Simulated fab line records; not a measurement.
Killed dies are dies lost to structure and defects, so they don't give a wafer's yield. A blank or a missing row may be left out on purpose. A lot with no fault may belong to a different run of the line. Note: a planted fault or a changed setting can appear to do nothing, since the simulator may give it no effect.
Chamber matching / flow nand-harc / NHARC_P_CONTACT_ALD_22 on ald-metal-01 has 4 sister chambers
The step deposits TiN, target thk 3 nm, pulse time 1 s, ald cycles 150. 8 wafers are shown with their chamber, then 9 later ones without.

== WAFERS WITH THEIR CHAMBER ==
wafer=L085.3; chamber=2; heater-power-w (W)=995; precursor-pulse-height-rel=1.005
wafer=L085.5; chamber=0; heater-power-w (W)=1084; precursor-pulse-height-rel=0.970
wafer=L091.3; chamber=3; heater-power-w (W)=869; precursor-pulse-height-rel=0.966
wafer=L091.5; chamber=0; heater-power-w (W)=1120; precursor-pulse-height-rel=1.007
wafer=L091.6; chamber=1; heater-power-w (W)=1146; precursor-pulse-height-rel=1.004
wafer=L090.1; chamber=2; heater-power-w (W)=962; precursor-pulse-height-rel=0.997
wafer=L090.3; chamber=1; heater-power-w (W)=1124; precursor-pulse-height-rel=0.940
wafer=L090.5; chamber=3; heater-power-w (W)=855; precursor-pulse-height-rel=1.000

== WAFERS WITHOUT THEIR CHAMBER ==
wafer=L093.2; heater-power-w (W)=1116; precursor-pulse-height-rel=1.001
wafer=L093.3; heater-power-w (W)=1119; precursor-pulse-height-rel=0.983
wafer=L093.5; heater-power-w (W)=1108; precursor-pulse-height-rel=1.008
wafer=L093.1; heater-power-w (W)=872; precursor-pulse-height-rel=0.975
wafer=L093.4; heater-power-w (W)=977; precursor-pulse-height-rel=1.027
wafer=L093.6; heater-power-w (W)=1112; precursor-pulse-height-rel=0.981
wafer=L094.1; heater-power-w (W)=887; precursor-pulse-height-rel=1.044
wafer=L094.2; heater-power-w (W)=993; precursor-pulse-height-rel=0.957
wafer=L094.5; heater-power-w (W)=1110; precursor-pulse-height-rel=1.002

== WHICH CHAMBER EACH ONE RAN IN ==
wafer=L093.2; from the rows above=can't be placed: 0 or 1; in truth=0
wafer=L093.3; from the rows above=can't be placed: 0 or 1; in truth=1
wafer=L093.5; from the rows above=can't be placed: 0 or 1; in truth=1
wafer=L093.1; from the rows above=3; in truth=3
wafer=L093.4; from the rows above=2; in truth=2
wafer=L093.6; from the rows above=can't be placed: 0 or 1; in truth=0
wafer=L094.1; from the rows above=3; in truth=3
wafer=L094.2; from the rows above=2; in truth=2
wafer=L094.5; from the rows above=can't be placed: 0 or 1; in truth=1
Correct placement for 4 of the 9. From these rows, 5 cannot be placed; in 5 the true chamber is one of the candidates. 0 placed wrongly.
How it was worked out, from the rows above alone: a wafer's distance from a chamber is the root of the sum, over the readings, of the square of ((its reading less the chamber's mean) divided by the reading's scatter). The wafer belongs to the nearest chamber; if the next one is less than 2 further off, it can't be placed. A chamber's mean is the mean of its shown wafers. How the scatter is found: for the shown wafers, subtract from each reading the mean of its chamber, square and add these, divide the total by (wafers less chambers), then take the root.
